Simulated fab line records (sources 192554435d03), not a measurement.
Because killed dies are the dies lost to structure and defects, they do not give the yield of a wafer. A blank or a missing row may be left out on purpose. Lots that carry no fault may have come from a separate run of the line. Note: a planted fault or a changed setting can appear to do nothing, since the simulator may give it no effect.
fab line records | flow n5_finfet
[record] lots = 11 wafers = 32 last_day = 18
route steps=1938 shown BEOL_M0_SAQP@640 TV_OPEN@1887 PASSIVATION@1908
lots untouched by any fault: they come from a run of this same line in which no faults occurred
start_h: start of the lot's first displayed wafer, in hours after the record's first day | wait_h: hours since the lot's step before | " repeats the value in the row above | L1.1+2: several wafers, shown together as one row | - no value present, or no start provided | * or withheld: withheld | < > ~ a bound
route shown NAME@n: NAME is a module with steps in the file, n the number in the route of the first one | usual: mean and standard deviation over wafers with no fault | same: alike in all rows | chamber/n: place in a boat | sites: each site's reading | _std_site: how widely they spread, as a standard deviation | _edge_site: the outer-site mean with the inner-site mean subtracted | radius_mm: how far each site lies from the wafer's centre | mask NAME#n: copy n | behind: the last tool/chamber to shape the wafer | hold: why the lot was held/for how many hours/how that ended | device: the n, p or np transistor that did not switch | end of line: at the end of the route, the tests of the same wafers | for a step that has no rows: nothing shown but its recipe | killed: dies that structure and defects cost at the first sort, which is not the same as the wafer's yield | map: a wafer's dies, x killed, . not, _ none there
set.NAME: the run value of the setting; set.NAME@STEP: its run value at that earlier step | model.NAME: the simulator's own value behind a step, which no gauge read
the route's steps for a sample of lots (tables are steps, rows are wafers)
services: from which hour (start_h, from the record's first day; less than 0 if before it) a tool's chamber was out of use, for how many hours, and why
[[steps]]
[step N5_BEOL_M0_SAQP_HM_DEP_111]
[recipe] material = SiO2 target_thk_a = 120 temp_c = 400 precursor = SiH4/N2O pressure_torr = 0.75 rf_w = 275 time_s = 7.2
[usual] heater_power_w = 790/100 showerhead_plenum_p_Torr = 8.20/0.074
// columns lot.wafer tool chamber start_h wait_h heater_power_w showerhead_plenum_p_Torr
L355.1 pecvd-01 1 121.72 0.0 731 8.24
L355.4 " 2 " " 902 8.23
L355.6 " 1 " " 723 8.23
L356.2 pecvd-04 2 121.92 0.0 792 8.26
L356.4 " 2 " " 789 8.24
L356.6 " 1 " " 701 8.16
L357.3 pecvd-03 1 122.02 0.0 913 8.04
L357.4 " 0 " " 761 7.97
L357.6 " 1 " " 923 8.04
L360.2 pecvd-04 1 140.05 0.0 698 8.17
L360.5 " 2 " " 708 8.25
L360.6 " 1 " " 708 8.17
L361.1 pecvd-04 0 143.43 0.0 626 8.22
L361.2 " 1 " " 711 8.18
L362.3 pecvd-03 2 150.51 0.0 811 8.05
L362.5 " 1 " " 899 8.03
L362.6 " 0 " " 815 8.00
L363.1 pecvd-01 1 155.37 0.0 791 8.21
L363.3 " 0 " " 876 8.15
L363.4 " 0 " " 854 8.19
L365.1 pecvd-04 2 170.19 0.0 681 8.26
L365.3 " 1 " " 722 8.17
L365.4 " 2 " " 674 8.25
L368.2 pecvd-01 2 185.12 0.0 898 8.23
L368.4 " 2 " " 909 8.24
L368.6 " 2 " " 897 8.25
L370.1 pecvd-01 1 204.96 0.0 811 8.24
L370.3 " 0 " " 832 8.19
L370.6 " 1 " " 803 8.25
L374.1 pecvd-01 0 223.69 0.0 814 8.15
L374.2 " 2 " " 952 8.24
L374.6 " 2 " " 1003 8.26
[step N5_PASSIVATION_PASS_ETCH_74]
[recipe] chemistry = CF4/O2 target = SiNx target_depth_a = 2200 time_s = 110 ion_energy_ev = 100 pressure_mtorr = 40 source_w = 535 bias_w = 49 Ar_flow_sccm = 100 cf4_flow_sccm = 100 O2_flow_sccm = 10
[usual] drypump_motor_current_A = 5.9/0.44 oes_product_au = 0.81/0.11 rf_vpp_V = 241.9/3 showerhead_plenum_p_Torr = 2.18/0.084 throttle_valve_pct = 15.99/0.27
// columns lot.wafer tool chamber start_h wait_h drypump_motor_current_A oes_product_au rf_hours_counter_h rf_vpp_V showerhead_plenum_p_Torr throttle_valve_pct
L356.2 rie_diel-01 1 297.89 0.0 5.5 0.67 247 242.9 2.17 16.62
L356.4 " 2 " " 5.4 0.73 140 244.6 2.21 16.01
L356.6 " 2 " " 5.4 0.74 - 242.9 2.21 16.02
L355.1 rie_diel-06 2 302.46 0.0 5.6 0.69 202 244.5 2.28 16.17
L355.4 " 1 " " 6.0 0.74 150 245.4 2.03 15.86
L355.6 " 3 " " 6.7 0.98 - 244.1 2.32 15.74
L357.3 rie_diel-06 1 306.83 0.0 6.0 0.76 152 245.5 2.03 15.87
L357.4 " 3 " " 6.6 0.98 5 244.0 2.32 15.75
L357.6 " 1 " " 6.0 0.75 - 245.1 2.03 15.87
L360.2 rie_diel-01 0 326.27 0.0 5.9 0.70 245 244.2 2.18 16.49
L360.5 " 1 " " 5.6 0.99 - 243.6 2.17 16.12
L360.6 " 0 " " 5.9 0.69 - 244.4 2.18 16.48
L362.3 rie_diel-01 2 326.76 0.0 5.4 0.73 152 242.9 2.21 16.06
L362.5 " 3 " " 6.3 0.97 - 237.2 2.17 15.66
L362.6 " 2 " " 5.4 0.73 - 244.6 2.21 16.05
L361.1 rie_diel-06 1 334.72 0.0 6.0 0.75 162 245.9 2.02 15.90
L361.2 " 3 " " 6.7 0.94 15 242.7 2.32 15.77
L363.1 rie_diel-06 3 335.21 0.0 6.6 0.94 15 243.1 2.32 15.77
L363.3 " 1 " " 6.0 0.75 162 245.0 2.02 15.89
L363.4 " 2 " " 5.6 0.67 214 244.7 2.27 16.18
L365.1 rie_diel-02 0 350.97 0.0 6.8 0.84 56 239.5 2.32 15.55
L365.3 " 2 " " 6.7 0.74 171 237.5 2.03 16.09
L365.4 " 3 " " 6.2 0.68 218 237.3 2.10 16.49
L370.1 rie_diel-01 2 377.36 0.0 5.4 0.72 167 243.4 2.20 16.08
L370.3 " 3 " " 6.3 0.93 29 236.5 2.16 15.67
L370.6 " 2 " " 5.4 0.72 - 243.5 2.20 16.07
L368.2 rie_diel-01 2 392.28 0.0 5.4 0.72 171 244.0 2.20 16.09
L368.4 " 3 " " 6.3 0.93 32 235.6 2.16 15.68
L368.6 " 2 " " 5.4 0.72 - 242.1 2.20 16.08
L374.1 rie_diel-06 1 430.18 0.0 6.0 0.72 188 245.0 2.02 15.94
L374.2 " 0 " " 6.0 0.85 64 239.9 2.15 15.69
L374.6 " 3 " " 6.7 0.89 - 242.4 2.31 15.80
[step N5_PASSIVATION_DESCUM_32]
[recipe] chemistry = O2 time_s = 7.9 source_power_w = 50 bias_power_w = 20 pressure_mtorr = 20 rf_frequency_hz = 2.712e+07 temp_c = 40 o2_flow_sccm = 225
[usual] drypump_motor_current_A = 5.7/0.59 oes_product_au = 0.80/0.08 rf_vpp_V = 243.5/1.3 showerhead_plenum_p_Torr = 2.11/0.064 throttle_valve_pct = 20.36/0.25
// columns lot.wafer tool chamber start_h wait_h drypump_motor_current_A oes_product_au rf_hours_counter_h rf_vpp_V showerhead_plenum_p_Torr throttle_valve_pct
L356.2 rie_diel-04 1 299.28 0.0 6.3 0.85 53 243.3 2.11 19.96
L356.4 " 3 " " 6.2 0.71 218 243.4 2.16 20.72
L356.6 " 1 " " 6.3 0.84 - 244.8 2.11 19.97
L355.1 rie_diel-05 3 304.23 0.0 5.7 0.81 98 242.7 2.03 20.30
L355.4 " 2 " " 6.6 0.80 96 243.8 2.10 20.24
L355.6 " 0 " " 5.1 0.82 - 243.1 2.10 20.16
L357.3 rie_diel-04 0 308.36 0.1 6.2 0.70 232 244.1 2.07 20.84
L357.4 " 2 " " 4.9 0.92 29 244.5 2.22 20.17
L357.6 " 3 " " 6.2 0.72 - 244.6 2.16 20.74
L360.2 rie_diel-04 0 327.65 0.0 6.2 0.68 240 242.6 2.07 20.85
L360.5 " 1 " " 6.3 0.83 - 244.6 2.11 19.97
L360.6 " 0 " " 6.2 0.69 - 241.6 2.07 20.86
L362.3 rie_diel-05 1 328.16 0.1 5.5 0.68 237 243.7 2.13 20.60
L362.5 " 1 " " 5.5 0.68 - 244.4 2.13 20.60
L362.6 " 0 " " 5.1 0.80 - 244.6 2.10 20.18
L361.1 rie_diel-04 1 336.97 0.3 6.3 0.83 65 243.0 2.11 19.98
L361.2 " 0 " " 6.2 0.68 243 242.0 2.06 20.87
L363.1 rie_diel-05 1 341.86 0.3 5.5 0.68 240 244.8 2.13 20.61
L363.3 " 0 " " 5.1 0.80 100 241.8 2.10 20.17
L363.4 " 3 " " 5.7 0.79 112 242.4 2.03 20.31
L365.1 rie_diel-05 0 352.42 0.0 5.1 0.80 104 245.2 2.10 20.20
L365.3 " 3 " " 5.7 0.77 116 241.4 2.03 20.31
L365.4 " 1 " " 5.5 0.68 244 243.0 2.12 20.60
L370.1 rie_diel-04 1 380.23 0.0 6.3 0.82 83 244.4 2.10 20.02
L370.3 " 3 " " 6.2 0.70 249 243.3 2.15 20.77
L370.6 " 2 " " 4.9 0.87 - 244.5 2.21 20.20
L368.2 rie_diel-05 1 394.06 0.0 5.5 1.01 1 243.6 2.12 20.32
L368.4 " 3 " " 5.7 0.77 132 241.0 2.02 20.34
L368.6 " 0 " " 5.1 0.78 - 243.0 2.09 20.20
L374.1 rie_diel-05 3 434.53 0.2 5.7 0.74 145 242.3 2.02 20.39
L374.2 " 2 " " 6.6 0.75 144 242.0 2.09 20.30
L374.6 " 3 " " 5.7 0.75 - 240.4 2.02 20.36
[step N5_PASSIVATION_AL_ETCH_33]
[recipe] chemistry = Cl2/BCl3 target_depth_a = 28000 over_etch_frac = 0.15 Cl2_flow_sccm = 180 bcl3_flow_sccm = 60 target = Al stop_on = TaN time_s = 466.7 ion_energy_ev = 100 pressure_mtorr = 10 icp_w = 900 bias_w = 100
[usual] bcl3_flow_sccm = 60.01/0.17 drypump_motor_current_A = 5.7/0.52 oes_product_au = 0.74/0.063 throttle_valve_pct = 34.16/0.19
// columns lot.wafer tool chamber start_h wait_h bcl3_flow_sccm drypump_motor_current_A oes_product_au rf_hours_counter_h throttle_valve_pct
L356.2 rie_metal-02 1 299.37 0.1 59.91 5.9 0.75 34 33.81
L356.4 " 0 " " 60.03 5.0 0.77 - 34.12
L356.6 " 1 " " 59.69 5.9 0.74 - 33.80
L355.1 rie_metal-02 0 304.32 0.1 59.94 4.9 0.77 21 34.14
L355.4 " 0 " " 60.28 4.9 0.77 - 34.14
L355.6 " 1 " " 59.96 5.9 0.74 - 33.84
L357.3 rie_metal-02 0 308.58 0.2 59.86 5.0 0.75 - 34.20
L357.4 " 1 " " 60.16 5.9 0.72 - 33.88
L357.6 " 0 " " 59.72 5.0 0.75 - 34.20
L360.2 rie_metal-03 0 327.74 0.1 59.85 5.5 0.70 40 34.23
L360.5 " 1 " " 59.81 5.3 0.84 - 34.15
L360.6 " 0 " " 59.73 5.5 0.70 - 34.21
L362.3 rie_metal-01 1 328.38 0.2 60.21 6.0 0.61 - 34.43
L362.5 " 1 " " 59.95 6.0 0.62 - 34.43
L362.6 " 0 " " 59.90 6.5 0.80 - 34.13
L361.1 rie_metal-03 1 337.05 0.1 60.08 5.3 0.83 8 34.15
L361.2 " 0 " " 60.01 5.5 0.70 41 34.20
L363.1 rie_metal-03 1 341.94 0.1 60.26 5.3 0.83 8 34.17
L363.3 " 0 " " 60.20 5.5 0.70 - 34.27
L363.4 " 1 " " 59.88 5.3 0.81 - 34.18
L365.1 rie_metal-03 0 352.50 0.1 59.83 5.5 0.69 43 34.23
L365.3 " 1 " " 60.08 5.3 0.82 - 34.16
L365.4 " 0 " " 59.85 5.5 0.70 - 34.25
L370.1 rie_metal-03 0 380.32 0.1 59.88 5.4 0.69 45 34.24
L370.3 " 0 " " 59.79 5.4 0.70 - 34.23
L370.6 " 1 " " 59.92 5.3 0.81 - 34.15
L368.2 rie_metal-01 1 394.15 0.1 59.90 6.0 0.62 93 34.44
L368.4 " 1 " " 60.10 6.0 0.61 - 34.43
L368.6 " 1 " " 60.18 6.0 0.61 - 34.46
L374.1 rie_metal-01 0 434.62 0.1 60.18 6.6 0.77 18 34.10
L374.2 " 0 " " 59.93 6.6 0.77 - 34.09
L374.6 " 0 " " 59.88 6.6 0.77 - 34.10
[step N5_PASSIVATION_PROBE_49]
[usual] defect_limited_yield = 91.3/1.3 killed_at_M0_to_M3 = 34/9.1 killed_at_M4_up = 14/5.6 killed_at_contacts = 13/5.9 killed_at_front_end = 39/11 killed_at_other = 3.6/3 killed_dies = 102/16 killed_open = 68/12 killed_short = 33/7.3 sort_bin_5_function = 5.2/0.89 sort_bin_6_memory = 3.2/0.68 sort_bin_8_speed = 0.00/0.027 sort_n_pass = 1078/16
[same] gross_dies = 1180 killed_at_back_side = 0 sort_bin_4_leakage[%] = 0
// columns lot.wafer tool chamber start_h wait_h defect_limited_yield[%] killed_at_M0_to_M3 killed_at_M4_up killed_at_contacts killed_at_front_end killed_at_other killed_dies killed_open killed_short sort_bin_5_function[%] sort_bin_6_memory[%] sort_bin_8_speed[%] sort_n_pass
L356.2 prober-02 - 304.23 0.1 90.0 35 16 19 40 8 118 77 38 5.4 4.3 0.08 1061
L356.4 prober-02 - 304.33 0.2 89.2 46 8 28 39 7 128 90 36 6.6 3.8 0 1052
L356.6 prober-02 - 304.43 0.3 89.2 42 14 17 49 5 127 93 34 6.9 3.7 0 1053
L355.1 prober-02 - 309.24 0.0 91.2 39 11 11 42 1 104 69 35 5.3 3.0 0 1076
L355.4 prober-02 - 309.39 0.2 92.0 17 18 7 46 6 94 56 38 4.7 3.0 0 1086
L355.6 prober-02 - 309.49 0.3 91.0 28 14 8 49 7 106 75 27 4.9 3.6 0 1074
L357.3 prober-02 - 313.52 0.1 91.9 28 8 5 47 8 96 60 34 4.7 3.4 0 1084
L357.4 prober-02 - 313.57 0.2 90.3 37 11 8 52 6 114 71 42 6.4 2.9 0 1066
L357.6 prober-02 - 313.67 0.3 89.9 40 16 13 48 2 119 85 33 5.3 4.5 0 1061
L360.2 prober-01 - 332.52 0.1 92.5 28 13 4 41 3 89 59 30 5.3 1.9 0 1091
L360.5 prober-01 - 332.67 0.2 90.5 34 24 1 44 9 112 72 37 4.9 4.3 0 1068
L360.6 prober-01 - 332.72 0.3 92.5 25 15 6 41 1 88 63 23 4.4 2.7 0 1092
L362.3 prober-01 - 334.15 0.1 92.3 30 12 4 39 6 91 52 38 4.4 3.1 0 1089
L362.5 prober-01 - 334.25 0.2 90.3 32 17 17 48 1 115 76 39 5.0 4.2 0 1065
L362.6 prober-01 - 334.30 0.3 93.5 27 14 4 32 0 77 56 21 3.9 2.5 0 1103
L361.1 prober-01 - 341.74 0.0 87.8 49 10 12 70 3 144 99 44 7.8 4.3 0 1036
L361.2 prober-01 - 341.79 0.1 88.6 50 13 18 52 2 135 89 44 6.6 4.4 0 1045
L363.1 prober-01 - 347.27 0.0 89.6 43 13 5 54 8 123 87 36 7.2 3.1 0 1057
L363.3 prober-01 - 347.37 0.1 90.0 58 13 10 30 7 118 79 39 5.8 4.1 0 1062
L363.4 prober-01 - 347.42 0.2 91.8 46 13 9 26 3 97 60 37 4.3 3.8 0 1083
L365.1 prober-02 - 357.19 0.0 83.7 128 9 16 35 4 192 71 23 11.8 3.4 0.17 988
L365.3 prober-02 - 357.29 0.1 83.8 130 16 11 33 1 191 65 19 11.0 3.4 0 989
L365.4 prober-02 - 357.34 0.2 83.9 129 13 5 41 2 190 59 28 10.5 4.3 0 990
L370.1 prober-02 - 385.13 0.0 92.4 24 6 13 47 0 90 66 21 5.1 2.5 0 1090
L370.3 prober-02 - 385.23 0.1 92.2 24 6 22 34 6 92 61 30 4.0 3.6 0 1088
L370.6 prober-02 - 385.38 0.3 90.5 36 9 9 56 2 112 77 34 6.0 3.3 0 1068
L368.2 prober-02 - 399.18 0.1 90.1 40 7 20 36 14 117 80 36 5.6 4.0 0 1063
L368.4 prober-02 - 399.28 0.2 93.1 25 8 12 33 4 82 46 31 3.3 3.1 0 1098
L368.6 prober-02 - 399.38 0.3 91.9 43 18 11 20 4 96 58 36 4.5 3.1 0 1084
L374.1 prober-01 - 439.81 0.0 91.5 14 17 15 51 3 100 62 38 5.2 3.1 0 1080
L374.2 prober-01 - 439.86 0.1 91.5 26 10 12 51 1 100 42 56 5.3 2.5 0 1080
L374.6 prober-01 - 440.06 0.3 93.0 19 18 17 28 1 83 53 28 3.7 3.1 0 1097
// killed by level:class
L356.2 MOL_CONTACT_COAG:geometric_particle:open=12 STI_FIN_REVEAL:geometric_particle:open=9 BEOL_M3:geometric_particle:open=8 MOL_CONTACT_COAG:geometric_particle:short=7 DUMMY_GATE:geometric_particle:open=6 BEOL_M1:geometric_particle:open=6 FIN_SAQP:geometric_particle:short=5 BEOL_M0_SAQP:geometric_particle:open=5
L356.4 MOL_CONTACT_COAG:geometric_particle:open=25 BEOL_M0_SAQP:geometric_particle:open=12 BEOL_M1:geometric_particle:open=8 BEOL_M0_SAQP:geometric_particle:short=7 BEOL_M2:geometric_particle:open=7 BEOL_M3:geometric_particle:open=6 FIN_SAQP:geometric_particle:open=5 STARTING-WAFER:geometric_particle:open=4
L356.6 STI_FIN_REVEAL:geometric_particle:open=20 BEOL_M3:geometric_particle:open=15 MOL_CONTACT_COAG:geometric_particle:open=15 FIN_SAQP:geometric_particle:open=7 BEOL_M0_SAQP:geometric_particle:open=7 BEOL_M4:geometric_particle:open=7 DUMMY_GATE:geometric_particle:open=6 BEOL_M0_SAQP:geometric_particle:short=5
L355.1 FIN_SAQP:geometric_particle:short=15 BEOL_M2:geometric_particle:open=12 MOL_CONTACT_COAG:geometric_particle:open=9 FIN_SAQP:geometric_particle:open=7 BEOL_M1:geometric_particle:open=7 BEOL_M3:geometric_particle:open=7 BEOL_M0_SAQP:geometric_particle:open=5 STI_FIN_REVEAL:geometric_particle:open=4
L355.4 STI_FIN_REVEAL:geometric_particle:open=13 FIN_SAQP:geometric_particle:open=7 FIN_SAQP:geometric_particle:short=7 MOL_CONTACT_COAG:geometric_particle:open=7 BEOL_M0_SAQP:geometric_particle:short=7 BEOL_M4:geometric_particle:short=7 GATE_CUT:geometric_particle:short=5 BEOL_M5:geometric_particle:open=3
L355.6 BEOL_M2:geometric_particle:open=13 STI_FIN_REVEAL:geometric_particle:open=12 MOL_CONTACT_COAG:geometric_particle:open=8 FIN_SAQP:geometric_particle:short=7 BEOL_M4:geometric_particle:open=6 GATE_CUT:geometric_particle:short=5 BEOL_M3:geometric_particle:open=5 BEOL_M0_SAQP:geometric_particle:open=4
L357.3 STI_FIN_REVEAL:geometric_particle:open=15 GATE_CUT:geometric_particle:short=8 STI_FIN_REVEAL:geometric_particle:short=7 BEOL_M0_SAQP:geometric_particle:open=5 BEOL_M1:geometric_particle:open=5 BEOL_M3:geometric_particle:open=5 DUMMY_GATE:geometric_particle:open=4 BEOL_M2:geometric_particle:open=4
L357.4 FIN_SAQP:geometric_particle:short=12 STI_FIN_REVEAL:geometric_particle:open=12 BEOL_M1:geometric_particle:open=8 BEOL_M2:geometric_particle:open=8 FIN_SAQP:geometric_particle:open=7 MOL_CONTACT_COAG:geometric_particle:open=7 BEOL_M3:geometric_particle:open=6 BEOL_M0_SAQP:geometric_particle:short=5
L357.6 BEOL_M2:geometric_particle:open=11 BEOL_M4:geometric_particle:open=11 STI_FIN_REVEAL:geometric_particle:open=10 GATE_CUT:geometric_particle:short=10 MOL_CONTACT_COAG:geometric_particle:open=10 GATE_CUT:geometric_particle:open=9 BEOL_M3:geometric_particle:open=7 BEOL_M0_SAQP:geometric_particle:open=6
L360.2 BEOL_M0_SAQP:geometric_particle:short=8 FIN_SAQP:geometric_particle:open=7 STI_FIN_REVEAL:geometric_particle:open=7 BEOL_M0_SAQP:geometric_particle:open=6 STARTING-WAFER:geometric_particle:open=5 ILD0:geometric_particle:open=4 BEOL_M2:geometric_particle:open=4 MOL_CONTACT_COAG:geometric_particle:open=4
L360.5 STI_FIN_REVEAL:geometric_particle:open=12 BEOL_M2:geometric_particle:open=7 BEOL_M1:geometric_particle:open=7 BEOL_M4:geometric_particle:open=7 BEOL_M6:geometric_particle:open=6 STI_FIN_REVEAL:geometric_particle:short=5 FIN_SAQP:geometric_particle:short=4 BEOL_M3:geometric_particle:open=4
L360.6 FIN_SAQP:geometric_particle:open=10 STI_FIN_REVEAL:geometric_particle:open=8 BEOL_M1:geometric_particle:open=7 BEOL_M4:geometric_particle:open=7 FIN_SAQP:geometric_particle:short=5 BEOL_M5:geometric_particle:open=5 BEOL_M2:geometric_particle:open=5 MOL_CONTACT_COAG:geometric_particle:open=4
L362.3 STI_FIN_REVEAL:geometric_particle:open=16 BEOL_M0_SAQP:geometric_particle:short=12 BEOL_M0_SAQP:geometric_particle:open=6 BEOL_M2:geometric_particle:open=6 STI_FIN_REVEAL:geometric_particle:short=4 GATE_CUT:geometric_particle:short=4 MOL_CONTACT_COAG:geometric_particle:open=4 BEOL_M2:geometric_particle:short=4
L362.5 STI_FIN_REVEAL:geometric_particle:open=15 MOL_CONTACT_COAG:geometric_particle:open=15 BEOL_M0_SAQP:geometric_particle:open=11 STI_FIN_REVEAL:geometric_particle:short=7 BEOL_M2:geometric_particle:short=7 FIN_SAQP:geometric_particle:open=6 BEOL_M2:geometric_particle:open=6 BEOL_M5:geometric_particle:open=5
L362.6 STI_FIN_REVEAL:geometric_particle:open=15 BEOL_M0_SAQP:geometric_particle:short=11 DUMMY_GATE:geometric_particle:open=8 BEOL_M4:geometric_particle:open=6 BEOL_M2:geometric_particle:open=4 MOL_CONTACT_COAG:geometric_particle:open=4 BEOL_M0_SAQP:geometric_particle:open=4 BEOL_M6:geometric_particle:open=3
L361.1 STI_FIN_REVEAL:geometric_particle:open=20 FIN_SAQP:geometric_particle:open=18 BEOL_M0_SAQP:geometric_particle:open=16 BEOL_M0_SAQP:geometric_particle:short=11 BEOL_M2:geometric_particle:open=11 MOL_CONTACT_COAG:geometric_particle:open=10 FIN_SAQP:geometric_particle:short=9 BEOL_M4:geometric_particle:open=5
L361.2 MOL_CONTACT_COAG:geometric_particle:open=16 FIN_SAQP:geometric_particle:open=14 BEOL_M0_SAQP:geometric_particle:open=12 BEOL_M3:geometric_particle:open=11 FIN_SAQP:geometric_particle:short=8 BEOL_M2:geometric_particle:open=8 GATE_CUT:geometric_particle:short=7 BEOL_M0_SAQP:geometric_particle:short=7
L363.1 FIN_SAQP:geometric_particle:open=15 FIN_SAQP:geometric_particle:short=15 BEOL_M2:geometric_particle:open=13 BEOL_M3:geometric_particle:open=9 DUMMY_GATE:geometric_particle:open=7 BEOL_M0_SAQP:geometric_particle:open=7 BEOL_M4:geometric_particle:open=6 MOL_CONTACT_COAG:geometric_particle:open=5
L363.3 BEOL_M0_SAQP:geometric_particle:short=14 BEOL_M1:geometric_particle:open=13 BEOL_M0_SAQP:geometric_particle:open=10 MOL_CONTACT_COAG:geometric_particle:open=8 STI_FIN_REVEAL:geometric_particle:open=7 BEOL_M3:geometric_particle:open=7 BEOL_M4:geometric_particle:open=5 BEOL_M2:geometric_particle:open=5
L363.4 FIN_SAQP:geometric_particle:open=8 BEOL_M1:geometric_particle:open=8 BEOL_M0_SAQP:geometric_particle:open=8 BEOL_M0_SAQP:geometric_particle:short=8 BEOL_M2:geometric_particle:open=7 MOL_CONTACT_COAG:geometric_particle:open=6 BEOL_M0:geometric_particle:short=5 BEOL_M1:geometric_particle:short=4
L365.1 BEOL_M0_SAQP:unspecified=94 MOL_CONTACT_COAG:geometric_particle:open=14 BEOL_M2:geometric_particle:open=9 FIN_SAQP:geometric_particle:open=7 FIN_SAQP:geometric_particle:short=6 STI_FIN_REVEAL:geometric_particle:open=6 BEOL_M4:geometric_particle:open=6 BEOL_M0_SAQP:geometric_particle:open=5
L365.3 BEOL_M0_SAQP:unspecified=102 BEOL_M2:geometric_particle:open=14 BEOL_M4:geometric_particle:open=11 MOL_CONTACT_COAG:geometric_particle:open=10 BEOL_M3:geometric_particle:open=7 STARTING-WAFER:geometric_particle:open=6 FIN_SAQP:geometric_particle:open=5 HKMG_FIN:area_etch=4
L365.4 BEOL_M0_SAQP:unspecified=102 FIN_SAQP:geometric_particle:open=11 BEOL_M2:geometric_particle:open=8 BEOL_M4:geometric_particle:open=7 FIN_SAQP:geometric_particle:short=6 GATE_CUT:geometric_particle:short=5 MOL_CONTACT_COAG:geometric_particle:open=5 GATE_CUT:geometric_particle:open=4
L370.1 STI_FIN_REVEAL:geometric_particle:open=13 FIN_SAQP:geometric_particle:open=10 MOL_CONTACT_COAG:geometric_particle:open=7 BEOL_M3:geometric_particle:open=7 MOL_CONTACT_COAG:geometric_particle:short=6 BEOL_M2:geometric_particle:open=6 STARTING-WAFER:geometric_particle:open=6 BEOL_M1:geometric_particle:open=5
L370.3 MOL_CONTACT_COAG:geometric_particle:open=20 STI_FIN_REVEAL:geometric_particle:open=9 GATE_CUT:geometric_particle:short=6 BEOL_M0_SAQP:geometric_particle:open=5 STI_FIN_REVEAL:geometric_particle:short=4 GATE_CUT:geometric_particle:open=4 BEOL_M2:geometric_particle:open=4 BEOL_M0_SAQP:geometric_particle:short=4
L370.6 STI_FIN_REVEAL:geometric_particle:open=16 FIN_SAQP:geometric_particle:open=14 BEOL_M0_SAQP:geometric_particle:short=10 FIN_SAQP:geometric_particle:short=8 BEOL_M0_SAQP:geometric_particle:open=8 MOL_CONTACT_COAG:geometric_particle:open=7 BEOL_M1:geometric_particle:open=6 GATE_CUT:geometric_particle:short=5
L368.2 MOL_CONTACT_COAG:geometric_particle:open=17 BEOL_M0_SAQP:geometric_particle:open=11 BEOL_M0_SAQP:geometric_particle:short=10 BEOL_M2:geometric_particle:open=10 STARTING-WAFER:geometric_particle:open=8 FIN_SAQP:geometric_particle:open=5 FIN_SAQP:geometric_particle:short=4 BEOL_M3:geometric_particle:open=4
L368.4 MOL_CONTACT_COAG:geometric_particle:open=10 FIN_SAQP:geometric_particle:short=6 BEOL_M0_SAQP:geometric_particle:open=6 HKMG_FIN:area_etch=5 BEOL_M0_SAQP:geometric_particle:short=4 BEOL_M1:geometric_particle:open=4 BEOL_M3:geometric_particle:open=4 FIN_SAQP:geometric_particle:open=3
L368.6 BEOL_M0_SAQP:geometric_particle:short=17 MOL_CONTACT_COAG:geometric_particle:open=10 BEOL_M0_SAQP:geometric_particle:open=10 FIN_SAQP:geometric_particle:open=6 BEOL_M1:geometric_particle:open=5 BEOL_M6:geometric_particle:open=4 DUMMY_GATE:geometric_particle:open=3 BEOL_M1:geometric_particle:short=3
L374.1 FIN_SAQP:geometric_particle:short=18 MOL_CONTACT_COAG:geometric_particle:open=12 FIN_SAQP:geometric_particle:open=11 BEOL_M5:geometric_particle:open=8 GATE_CUT:geometric_particle:open=5 BEOL_M1:geometric_particle:open=4 STI_FIN_REVEAL:geometric_particle:open=4 GATE_CUT:geometric_particle:short=4
L374.2 FIN_SAQP:geometric_particle:short=24 MOL_CONTACT_COAG:geometric_particle:short=12 FIN_SAQP:geometric_particle:open=8 BEOL_M1:geometric_particle:open=8 BEOL_M0_SAQP:geometric_particle:short=6 BEOL_M0_SAQP:geometric_particle:open=4 BEOL_M5:geometric_particle:open=4 STI_FIN_REVEAL:geometric_particle:short=3
L374.6 MOL_CONTACT_COAG:geometric_particle:open=11 BEOL_M5:geometric_particle:open=10 FIN_SAQP:geometric_particle:short=9 BEOL_M0_SAQP:geometric_particle:open=5 MOL_CONTACT_COAG:geometric_particle:short=5 BEOL_M0_SAQP:geometric_particle:short=5 BEOL_M1:geometric_particle:open=4 STARTING-WAFER:geometric_particle:short=4
[[services]]
// columns tool chamber start_h hours kind
rie_diel-06 2 100.74 18.2 repair
rie_metal-02 0 128.53 57.1 repair
rie_diel-04 0 147.84 10.7 repair
rie_diel-01 - 153.03 1.0 repair
pecvd-04 0 166.88 4.2 repair
pecvd-01 1 172.14 14.2 repair
rie_metal-03 0 188.53 8.7 repair
pecvd-04 - 222.57 1.0 repair
rie_diel-04 2 224.75 4.2 repair
rie_diel-06 - 227.86 0.3 repair
rie_diel-04 1 232.41 6.1 repair
rie_metal-03 - 242.71 14.6 pm
pecvd-01 1 257.34 4.4 repair
rie_metal-03 - 258.27 1.3 repair
rie_diel-04 0 267.86 1.3 repair
pecvd-01 - 283.93 1.5 repair
rie_metal-03 - 307.27 2.8 pm
rie_diel-01 1 329.54 2.5 repair
rie_diel-01 - 345.20 2.8 pm
pecvd-04 0 360.53 5.8 repair
pecvd-01 2 381.79 3.1 repair
rie_metal-03 0 384.87 8.1 repair
rie_diel-04 - 386.34 1.0 repair
rie_diel-01 0 408.56 21.0 repair
[[key]]
[first_sign] step = N5_PASSIVATION_PROBE_49 reading = killed_at_M0_to_M3 direction = up sigmas = 11 usual = 34 struck = 129
[effect] step = N5_PASSIVATION_PROBE_49 reading = defect_limited_yield direction = down sigmas = 5.7 usual = 91.3 struck = 83.8
[more_kills_born_at] N5_BEOL_M0_SAQP_HM_DEP_111@pecvd-04 = 298
met_at N5_BEOL_M0_SAQP_HM_DEP_111
struck_lots L365
not_acting_at N5_PASSIVATION_PASS_ETCH_74,N5_PASSIVATION_DESCUM_32,N5_PASSIVATION_AL_ETCH_33
onset_between 143.43 170.19
[earlier_fault] kind = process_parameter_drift tool = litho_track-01 chamber = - onset_h = 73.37 steps = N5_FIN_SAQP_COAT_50 channel = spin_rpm offset = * shape = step acts_in = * stated = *
[fault] kind = chamber_particle_source tool = pecvd-04 chamber = - onset_h = 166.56 steps = N5_BEOL_M0_SAQP_HM_DEP_111 rate_per_visit_cm2 = 0.41744
